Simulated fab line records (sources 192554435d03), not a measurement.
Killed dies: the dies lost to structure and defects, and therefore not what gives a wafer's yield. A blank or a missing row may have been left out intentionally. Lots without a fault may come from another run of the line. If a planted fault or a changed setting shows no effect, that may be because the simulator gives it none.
fab line records + flow n5-finfet
[record]
- lots = 4
- wafers = 12
- last-day = 18
route steps=1938 shown BEOL_M4@1059 PASSIVATION@1936
lots that met no fault: from a run of the same line without faults
start-h: the number of hours between the record's first day and the start of the first shown wafer of the lot + wait-h: hours from the lot's prior step to this one + " identical to the entry in the row above + L1.1+2: a row that stands for several wafers + - no value present, or no start provided + * or withheld: withheld + < > ~ a bound
route shown NAME@n: names a module that has steps shown in the file, with the first one's number in the route + usual: mean/standard deviation of fault-free wafers + same: alike in all rows + chamber/n: place in a boat + sites: per-site readings + _std_site: how widely they spread, as a standard deviation + _edge_site: outer sites' mean less inner sites' + radius-mm: for every site, how far away it sits from the centre of the wafer + mask NAME#n: copy n + behind: the most recent tool/chamber to have shaped the wafer + hold: cause of the lot's hold/its duration in hours/its outcome + device: transistor that didn't switch, given as n, p or np + end of line: tests of these same wafers at the route's end + a step without rows: its recipe alone + killed: dies lost to structure and defects at the first sort, not the wafer's yield + map: per-die view of a wafer (x killed, . not killed, _ where there is no die)
set.NAME: the setting that was run; set.NAME@STEP: the one run at that earlier step + model.NAME: the simulator's own value behind a step, which no gauge read
lots seen at some steps along the route; tables by step, rows by wafer
services: a tool's chamber out of use, with start hour (start-h, from the record's first day; less than 0 if before it), hours out, and reason
[[steps]]
[step N5_BEOL_M4_DESCUM_33]
[recipe]
- chemistry = O2
- time-s = 7
- source-power-w = 50
- bias-power-w = 20
- pressure-mtorr = 20
- rf-frequency-hz = 2.712e+07
- temp-c = 40
- resist = CAR-EUV
- o2-flow-sccm = 225
[step N5_BEOL_M4_ETCH_77]
[recipe]
- chemistry = N2/H2
- target = underlayer
- target-depth-a = 65
- mask-material = CAR-EUV
- time-s = 5.2
- ion-energy-ev = 200
- pressure-mtorr = 30
- source-w = 840
- bias-w = 150
- n2-flow-sccm = 200
- h2-flow-sccm = 200
- ends = cleared
[step N5_BEOL_M4_ETCH_69]
[recipe]
- chemistry = CF4
- target = SiARC
- target-depth-a = 156
- mask-material = CAR-EUV
- time-s = 26
- ion-energy-ev = 80
- pressure-mtorr = 40
- source-w = 545
- bias-w = 36
- Ar_flow_sccm = 100
- cf4-flow-sccm = 100
- ends = cleared
[step N5_BEOL_M4_ALD_98]
[recipe]
- material = SiO2
- target-thk-a = 25
- temp-c = 100
- ald-precursor-family = BDEAS
- ald-co-reactant = O2-plasma
- pulse-time-s = 1
- co-reactant-pulse-time-s = 1
- purge-time-s = 2
- co-reactant-purge-time-s = 2
- ald-cycles = 17
- pressure-torr = 2
[step N5_BEOL_M4_ETCHBACK_99]
[recipe]
- chemistry = CHF3
- target = SiO2
- target-depth-a = 50
- time-s = 10.4
- source-w = 215
- bias-w = 47
- Ar_flow_sccm = 200
- CHF3_flow_sccm = 12
- ion-energy-ev = 100
- pressure-mtorr = 30
[step N5_BEOL_M4_ETCH_70]
[recipe]
- chemistry = N2/H2
- target = SOC
- target-depth-a = 800
- overetch-a = 240
- mask-material = SiARC
- temp-c = 40
- time-s = 130
- ion-energy-ev = 200
- pressure-mtorr = 30
- source-w = 840
- bias-w = 150
- n2-flow-sccm = 200
- h2-flow-sccm = 200
[step N5_BEOL_M4_STRIP_71]
[recipe]
- chemistry = N2/H2
- temp-c = 40
- n2-flow-sccm = 200
- h2-flow-sccm = 200
- rf-frequency-hz = 6e+07
[step N5_BEOL_M4_STRIP_78]
[recipe]
- chemistry = N2/H2
- temp-c = 40
- n2-flow-sccm = 200
- h2-flow-sccm = 200
- rf-frequency-hz = 6e+07
[step N5_BEOL_M4_VIA_ETCH_34]
[recipe]
- chemistry = C4F6/O2
- target-depth-a = 694
- mask-material = SOC
- pressure-mtorr = 15
- ion-energy-ev = 250
- taper-deg = 4
- time-s = 65.9
- source-w = 350
- bias-w = 170
- Ar_flow_sccm = 300
- C4F6_flow_sccm = 10
- O2_flow_sccm = 10
[step N5_BEOL_M4_STRIP_83]
[recipe]
- chemistry = C4F6/O2
- resist = SiARC
- rf-frequency-hz = 6e+07
[step N5_BEOL_M4_STRIP_36]
[recipe]
- chemistry = N2/H2
- power-w = 450
- temp-c = 40
- pressure-mtorr = 20
- rf-frequency-hz = 6e+07
- overash-fraction = 0.3
- bias-power-w = 7
- h2-frac = 0.5
- n2-flow-sccm = 200
- h2-flow-sccm = 200
[step N5_BEOL_M4_TRENCH_ETCH_37]
[recipe]
- chemistry = C4F6/O2
- target-depth-a = 555.55
- target = SiOC
- time-s = 29.2
- ion-energy-ev = 250
- pressure-mtorr = 30
- source-w = 355
- bias-w = 185
- Ar_flow_sccm = 300
- C4F6_flow_sccm = 10
- O2_flow_sccm = 10
[usual]
- drypump-motor-current-A = 5.8/0.48
- oes-product-au = 0.84/0.085
- rf-vpp-V = 660/10
- run-length-s = 52.52/0.3
- showerhead-plenum-p-Torr = 2.86/0.066
- throttle-valve-pct = 20.82/0.23
| lot.wafer | tool        | chamber | start-h | wait-h | drypump-motor-current-A | oes-product-au | rf-hours-counter-h | rf-vpp-V | run-length-s | showerhead-plenum-p-Torr | throttle-valve-pct | model.BEOL_M4.feature-depth-nm | model.etch.depth-nm |
|-----------|-------------|---------|---------|--------|-------------------------|----------------|--------------------|----------|--------------|--------------------------|--------------------|--------------------------------|---------------------|
| L775.1    | rie-diel-03 | 0       | 168.02  | -      | 5.8                     | 0.93           | 12                 | 675      | 52.27        | 2.90                     | 20.90              | 55.6                           | 55.59               |
| L775.3    | "           | 1       | "       | "      | 6.0                     | 0.85           | 40                 | 655      | 52.62        | 2.81                     | 20.97              | 55.2                           | 55.26               |
| L775.4    | "           | 3       | "       | "      | 5.7                     | 0.99           | 2                  | 647      | 52.33        | 2.78                     | 20.40              | 57.2                           | 57.18               |
| L791.2    | rie-diel-03 | 2       | 269.09  | -      | 5.3                     | 0.85           | 57                 | 659      | 51.16        | 2.89                     | 20.93              | 52.6                           | 52.53               |
| L791.5    | "           | 0       | "       | "      | 5.9                     | 0.86           | -                  | 675      | 50.94        | 2.89                     | 20.96              | 52.8                           | 52.79               |
| L791.6    | "           | 3       | "       | "      | 5.8                     | 0.90           | -                  | 649      | 51.34        | 2.77                     | 20.43              | 54.4                           | 54.36               |
| L794.2    | rie-diel-03 | 1       | 295.59  | -      | 6.0                     | 0.81           | 83                 | 655      | 50.98        | 2.79                     | 21.04              | 52.4                           | 52.44               |
| L794.3    | "           | 3       | "       | "      | 5.7                     | 0.89           | 47                 | 646      | 50.94        | 2.76                     | 20.46              | 55                             | 55.05               |
| L794.5    | "           | 0       | "       | "      | 5.9                     | 0.86           | -                  | 674      | 50.79        | 2.88                     | 20.97              | 52.8                           | 52.86               |
| L797.3    | rie-diel-01 | 2       | 308.42  | -      | 5.3                     | 0.92           | 25                 | 643      | 52.46        | 2.79                     | 20.76              | 57.8                           | 57.78               |
| L797.4    | "           | 3       | "       | "      | 5.5                     | 0.95           | 11                 | 660      | 52.42        | 2.80                     | 20.69              | 57.2                           | 57.26               |
| L797.5    | "           | 0       | "       | "      | 6.7                     | 0.87           | -                  | 651      | 52.29        | 2.90                     | 20.71              | 57                             | 56.92               |
[step N5_BEOL_M4_ETCH_41]
[recipe]
- chemistry = CH3F/O2
- target = SiCN
- target-depth-a = 299
- taper-deg = 2
- time-s = 52.5
- ion-energy-ev = 120
- mask-material = TiN
- pressure-mtorr = 30
- source-w = 395
- bias-w = 75
- Ar_flow_sccm = 150
- CH3F_flow_sccm = 30
- O2_flow_sccm = 20
[step N5_BEOL_M4_STRIP_97]
[recipe]
- chemistry = N2/H2
- time-s = 10
- power-w = 450
- temp-c = 40
- pressure-mtorr = 20
- rf-frequency-hz = 6e+07
- bias-power-w = 7
- n2-flow-sccm = 200
- h2-flow-sccm = 200
[step N5_BEOL_M4_OCD_MEAS_38]
[usual]
- trench-depth-nm = 55.8/0.98
| lot.wafer | tool   | chamber | start-h | wait-h | trench-depth-nm |
|-----------|--------|---------|---------|--------|-----------------|
| L775.1    | ocd-01 | -       | 168.17  | -      | 56.1            |
| L775.3    | "      | -       | "       | "      | 55.2            |
| L775.4    | "      | -       | "       | "      | 56.6            |
| L791.2    | ocd-02 | -       | 269.25  | -      | 52.3            |
| L791.5    | "      | -       | "       | "      | 52.8            |
| L791.6    | "      | -       | "       | "      | 54.3            |
| L794.2    | ocd-02 | -       | 295.74  | -      | 52.2            |
| L794.3    | "      | -       | "       | "      | 55.1            |
| L794.5    | "      | -       | "       | "      | 52.6            |
| L797.3    | ocd-01 | -       | 308.58  | -      | 57.8            |
| L797.4    | "      | -       | "       | "      | 57.2            |
| L797.5    | "      | -       | "       | "      | 56.9            |
[step N5_BEOL_M4_HM_STRIP_39]
[recipe]
- chemistry = peroxide-tin-strip
- material = TiN
- target-depth-a = 250
- temp-c = 50
- time-s = 158
[step N5_BEOL_M4_SRD_40]
[recipe]
- time-s = 30
- temp-c = 23
- rinse-liquid = diw
- dry = ipa-marangoni
[step N5_BEOL_M4_PRECLEAN_42]
[recipe]
- chemistry = residue-remover
- time-s = 60
- temp-c = 40
[step N5_BEOL_M4_SRD_43]
[recipe]
- time-s = 30
- temp-c = 23
- rinse-liquid = diw
- dry = ipa-marangoni
[step N5_BEOL_M4_DEGAS_44]
[recipe]
- ambient = vacuum
- temp-c = 250
- time-s = 60
[step N5_BEOL_M4_PRE_CLEAN_45]
[recipe]
- gas = H2/He
- time-s = 30
- temp-c = 250
[step N5_BEOL_M4_ALD_84]
[recipe]
- material = TaN
- target-thk-a = *
- temp-c = 275
- ald-precursor-family = PDMAT
- ald-co-reactant = NH3
- pressure-torr = 3
- carrier-flow-sccm = 1500
- pulse-time-s = 2
- purge-time-s = 3
- co-reactant-purge-time-s = 2
- co-reactant-pulse-time-s = 3
- ald-cycles = 30
- precursor-vessel-temp-c = 75
- precursor-vessel-pressure-torr = 26.25
- precursor-vessel-carrier-sccm = 1000
[step N5_BEOL_M4_SURFACE_TREAT_85]
[recipe]
- gas = Ar
- time-s = *
- ion-energy-ev = *
- ion-current-ma-cm2 = 0.5
- pressure-mtorr = *
- ar-flow-sccm = 30
[step N5_BEOL_M4_CVD_47]
[recipe]
- material = Co
- target-thk-a = 30
- temp-c = withheld
- precursor = CCTBA/H2
- pressure-torr = 30
- time-s = 223.8
[step N5_BEOL_M4_SPUTTER_48]
[recipe]
- material = Cu
- target-thk-a = 45
- temp-c = -20
- chamber-pressure-pa = 0.07
- power-w = withheld
- time-s = 8.29
[step N5_BEOL_M4_ANNEAL_49]
[recipe]
- temp-c = 400
- time-s = 240
- ambient = vacuum
[step N5_BEOL_M4_SPUTTER_79]
[recipe]
- material = Cu
- target-thk-a = 45
- temp-c = -20
- chamber-pressure-pa = 0.07
- power-w = withheld
- time-s = 8.29
[step N5_BEOL_M4_ANNEAL_80]
[recipe]
- temp-c = 400
- time-s = 240
- ambient = vacuum
[step N5_BEOL_M4_SPUTTER_81]
[recipe]
- material = Cu
- target-thk-a = 45
- temp-c = -20
- chamber-pressure-pa = 0.07
- power-w = withheld
- time-s = 8.29
[step N5_BEOL_M4_ANNEAL_82]
[recipe]
- temp-c = 400
- time-s = 240
- ambient = vacuum
[step N5_BEOL_M4_SPUTTER_86]
[recipe]
- material = Cu
- target-thk-a = 45
- temp-c = -20
- chamber-pressure-pa = 0.07
- power-w = withheld
- time-s = 8.29
[step N5_BEOL_M4_ANNEAL_87]
[recipe]
- temp-c = 400
- time-s = 240
- ambient = vacuum
[step N5_BEOL_M4_SPUTTER_88]
[recipe]
- material = Cu
- target-thk-a = 45
- temp-c = -20
- chamber-pressure-pa = 0.07
- power-w = withheld
- time-s = 8.29
[step N5_BEOL_M4_ANNEAL_89]
[recipe]
- temp-c = 400
- time-s = 240
- ambient = vacuum
[step N5_BEOL_M4_SPUTTER_90]
[recipe]
- material = Cu
- target-thk-a = 45
- temp-c = -20
- chamber-pressure-pa = 0.07
- power-w = withheld
- time-s = 8.29
[step N5_BEOL_M4_ANNEAL_91]
[recipe]
- temp-c = 400
- time-s = 240
- ambient = vacuum
[step N5_BEOL_M4_SPUTTER_92]
[recipe]
- material = Cu
- target-thk-a = 45
- temp-c = -20
- chamber-pressure-pa = 0.07
- power-w = withheld
- time-s = 8.29
[step N5_BEOL_M4_ANNEAL_93]
[recipe]
- temp-c = 400
- time-s = 240
- ambient = vacuum
[step N5_BEOL_M4_SPUTTER_94]
[recipe]
- material = Cu
- target-thk-a = 45
- temp-c = -20
- chamber-pressure-pa = 0.07
- power-w = withheld
- time-s = 8.29
[step N5_BEOL_M4_ANNEAL_95]
[recipe]
- temp-c = 400
- time-s = 240
- ambient = vacuum
[step N5_BEOL_M4_CMP_52]
[recipe]
- stop-on = SiOC
- t-overpolish-s = 6.8
- down-force-psi = 1
- platen-rpm = 50
- clearing-platen-down-force-psi = 1.5
- clearing-platen-rpm = 50
- post-cmp-clean = cu-alkaline
- target-thk-nm = 40
- clearing-platen-pad-velocity-m-s = 0.99484
- pad-velocity-m-s = 0.99484
[usual]
- barrier-field-endpoint-s = 24.6/0.66
- motor-current-A = 5.9/0.42
- overpolish-run-s = 6.800/0.0087
- slurry-flow-ml-min = 150.0/0.44
- time-to-endpoint-s = 61.7/2.7
| lot.wafer | tool   | chamber | start-h | wait-h | barrier-field-endpoint-s | motor-current-A | overpolish-run-s | slurry-flow-ml-min | time-to-endpoint-s | model.Cu_of_BEOL_M4_ECD_50.thk-nm |
|-----------|--------|---------|---------|--------|--------------------------|-----------------|------------------|--------------------|--------------------|-----------------------------------|
| L775.3    | cmp-03 | 0       | 172.80  | 0.2    | 24.4                     | 5.7             | 6.802            | 149.8              | 63.2               | 41.2                              |
| L775.4    | "      | 1       | "       | "      | 24.7                     | 6.7             | 6.794            | 149.4              | 63.4               | 42                                |
| L775.1    | "      | 2       | "       | "      | 24.6                     | 6.6             | 6.806            | 150.1              | 63.0               | 41.4                              |
| L791.2    | cmp-02 | 1       | 273.58  | 0.3    | 22.9                     | 6.0             | 6.793            | 149.7              | 57.2               | 36                                |
| L791.5    | "      | 0       | "       | "      | 23.7                     | 5.4             | 6.803            | 150.3              | 55.0               | 37.2                              |
| L791.6    | "      | 1       | "       | "      | 23.2                     | 5.9             | 6.807            | 150.8              | 54.6               | 37.2                              |
| L794.2    | cmp-02 | 1       | 300.18  | 0.4    | 24.0                     | 5.7             | 6.802            | 149.7              | 53.6               | 34                                |
| L794.3    | "      | 2       | "       | "      | 24.8                     | 5.9             | 6.805            | 149.9              | 62.4               | 37.8                              |
| L794.5    | "      | 1       | "       | "      | 24.0                     | 6.3             | 6.807            | 150.1              | 57.9               | 34.6                              |
| L797.3    | cmp-03 | 0       | 311.98  | 0.2    | 24.6                     | 5.7             | 6.787            | 150.7              | 65.9               | 41.2                              |
| L797.4    | "      | 1       | "       | "      | 24.3                     | 5.9             | 6.791            | 150.7              | 60.8               | 41.2                              |
| L797.5    | "      | 0       | "       | "      | 24.9                     | 5.6             | 6.801            | 150.0              | 61.8               | 41.2                              |
[step N5_BEOL_M4_RC_MEAS_101]
[usual]
- DIBL_N = 36.0/1.7
- DIBL_P = 36.0/2
- IOFF_N = 0.156/0.028
- IOFF_P = 0.21/0.04
- ION_N = 673/12
- ION_P = 463/8.3
- SS_N = 71.4/0.6
- SS_P = 73.3/0.66
- VT_N = 250/3
- VT_P = -250/3.8
| lot.wafer | tool      | chamber | start-h | wait-h | DIBL_N[mV/V] | DIBL_P[mV/V] | IOFF_N[nA/um] | IOFF_P[nA/um] | ION_N[uA/um] | ION_P[uA/um] | SS_N[mV/dec] | SS_P[mV/dec] | VT_N[mV] | VT_P[mV] |
|-----------|-----------|---------|---------|--------|--------------|--------------|---------------|---------------|--------------|--------------|--------------|--------------|----------|----------|
| L775.1    | prober-01 | 0       | 173.37  | 0.0    | 36.9         | 36.3         | 0.148         | 0.22          | 661          | 457          | 72.5         | 72.9         | 253      | -252     |
| L775.3    | "         | 0       | "       | "      | 37.2         | 36.3         | 0.176         | 0.23          | 684          | 467          | 71.7         | 73.3         | 247      | -249     |
| L775.4    | "         | 0       | "       | "      | 36.2         | 36.1         | 0.156         | 0.22          | 675          | 467          | 71.7         | 72.9         | 249      | -248     |
| L791.2    | prober-02 | 0       | 274.30  | 0.2    | 36.8         | 36.6         | 0.163         | 0.23          | 694          | 475          | 71.6         | 72.9         | 247      | -247     |
| L791.5    | "         | 0       | "       | "      | 38.2         | 37.5         | 0.184         | 0.24          | 700          | 476          | 72.0         | 73.9         | 248      | -245     |
| L791.6    | "         | 0       | "       | "      | 38.3         | 37.1         | 0.164         | 0.23          | 673          | 463          | 72.0         | 73.0         | 250      | -249     |
| L794.2    | prober-01 | 0       | 300.94  | 0.2    | 33.8         | 32.6         | 0.125         | 0.16          | 667          | 461          | 70.6         | 73.0         | 252      | -252     |
| L794.3    | "         | 0       | "       | "      | 35.0         | 33.8         | 0.134         | 0.17          | 661          | 449          | 71.3         | 74.0         | 253      | -253     |
| L794.5    | "         | 0       | "       | "      | 33.8         | 31.9         | 0.133         | 0.15          | 670          | 455          | 70.6         | 72.8         | 251      | -254     |
| L797.3    | prober-02 | 0       | 312.89  | 0.3    | 37.0         | 38.0         | 0.186         | 0.23          | 682          | 463          | 71.3         | 73.9         | 247      | -249     |
| L797.4    | "         | 0       | "       | "      | 38.8         | 40.0         | 0.218         | 0.26          | 711          | 480          | 72.0         | 74.3         | 244      | -247     |
| L797.5    | "         | 0       | "       | "      | 36.3         | 37.7         | 0.167         | 0.21          | 698          | 474          | 71.3         | 73.4         | 250      | -252     |
[step N5_PASSIVATION_PROBE_49]
[usual]
- defect-limited-yield = 91.6/1.6
- killed_at_M0_to_M3 = 31/10
- killed_at_M4_up = 14/6.3
- killed-at-contacts = 12/6.1
- killed-at-front-end = 39/12
- killed-at-other = 3.7/2.8
- killed-dies = 100/19
- killed-open = 66/14
- killed-short = 33/8.1
- sort_bin_5_function = 5.0/1.1
- sort_bin_6_memory = 3.2/0.66
- sort_bin_8_speed = 0.01/0.077
- sort-n-pass = 1080/18
- sort-yield-pct = 91.6/1.6
[same]
- gross-dies = 1180
- killed-at-back-side = 0
- sort_bin_4_leakage[%] = 0
| lot.wafer | tool      | chamber | start-h | wait-h | defect-limited-yield[%] | killed_at_M0_to_M3 | killed_at_M4_up | killed-at-contacts | killed-at-front-end | killed-at-other | killed-dies | killed-open | killed-short | sort_bin_5_function[%] | sort_bin_6_memory[%] | sort_bin_8_speed[%] | sort-n-pass | sort-yield-pct[%] |
|-----------|-----------|---------|---------|--------|-------------------------|--------------------|-----------------|--------------------|---------------------|-----------------|-------------|-------------|--------------|------------------------|----------------------|---------------------|-------------|-------------------|
| L794.2    | prober-02 | -       | 404.45  | 0.1    | 92.4                    | 26                 | 10              | 19                 | 32                  | 3               | 90          | 58          | 30           | 4.1                    | 2.9                  | 0.08                | 1090        | 92.4              |
// killed by level:class
L794.2 MOL_CONTACT_COAG:geometric-particle:open=12 FIN_SAQP:geometric-particle:short=11 BEOL_M2:geometric-particle:open=10 MOL_CONTACT_COAG:geometric-particle:short=7 FIN_SAQP:geometric-particle:open=6 BEOL_M1:geometric-particle:open=5 BEOL_M0_SAQP:geometric-particle:open=4 DUMMY_GATE:geometric-particle:open=3
[[services]]
| tool        | chamber | start-h | hours | kind                           |
|-------------|---------|---------|-------|--------------------------------|
| cmp-02      | -       | 145.88  | 3.5   | pm                             |
| rie-diel-01 | 0       | 167.59  | -     | clean                          |
| rie-diel-01 | 0       | 167.59  | -     | consumable-replace:focus-ring  |
| rie-diel-01 | 0       | 167.59  | 20.5  | scheduled-down                 |
| rie-diel-01 | 0       | 167.59  | 20.5  | vent-cycle                     |
| cmp-02      | -       | 179.48  | 2.3   | repair                         |
| rie-diel-01 | 2       | 210.24  | -     | clean                          |
| rie-diel-01 | 2       | 210.24  | -     | consumable-replace:focus-ring  |
| rie-diel-01 | 2       | 210.24  | 15.4  | scheduled-down                 |
| rie-diel-01 | 2       | 210.24  | 15.4  | vent-cycle                     |
| cmp-03      | -       | 219.00  | 2.2   | repair                         |
| rie-diel-03 | -       | 221.21  | 0.3   | repair                         |
| cmp-02      | -       | 240.06  | 4.0   | pm                             |
| cmp-02      | -       | 244.06  | -     | consumable-replace:conditioner |
| cmp-02      | -       | 244.06  | -     | consumable-replace:pad         |
| rie-diel-01 | 3       | 247.96  | -     | clean                          |
| rie-diel-01 | 3       | 247.96  | -     | consumable-replace:focus-ring  |
| rie-diel-01 | 3       | 247.96  | 16.2  | scheduled-down                 |
| rie-diel-01 | 3       | 247.96  | 16.2  | vent-cycle                     |
| rie-diel-03 | 1       | 267.61  | 8.5   | repair                         |
| rie-diel-01 | -       | 282.13  | 15.6  | pm                             |
| rie-diel-03 | 0       | 288.61  | 3.7   | repair                         |
| cmp-03      | -       | 299.53  | 7.0   | pm                             |
[[key]]
[first-sign]
- step = N5_BEOL_M4_TRENCH_ETCH_37
- reading = run-length-s
- direction = down
- sigmas = 5
- usual = *
- struck = *
[effect]
- step = N5_BEOL_M4_OCD_MEAS_38
- reading = trench-depth-nm
- direction = down
- sigmas = 2.7
- usual = 55.8
- struck = 53.2
[model-effect]
- step = N5_BEOL_M4_TRENCH_ETCH_37
- value = BEOL_M4.feature-depth-nm
- without = 56.07
- struck = 53.33
[model-effect]
- step = N5_BEOL_M4_CMP_52
- value = Cu_of_BEOL_M4_ECD_50.thk-nm
- without = 38.83
- struck = 36.13
met-at N5_BEOL_M4_TRENCH_ETCH_37
struck-wafers L791.2,L791.5,L791.6,L794.2,L794.3,L794.5
onset-between 168.02 269.09
[fault]
- kind = process-parameter-drift
- tool = rie-diel-03
- chamber = -
- onset-h = 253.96
- steps = N5_BEOL_M4_TRENCH_ETCH_37
- channel = time-s
- offset = *
- shape = step
- end-h = 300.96
- acts-in = *
- stated = *
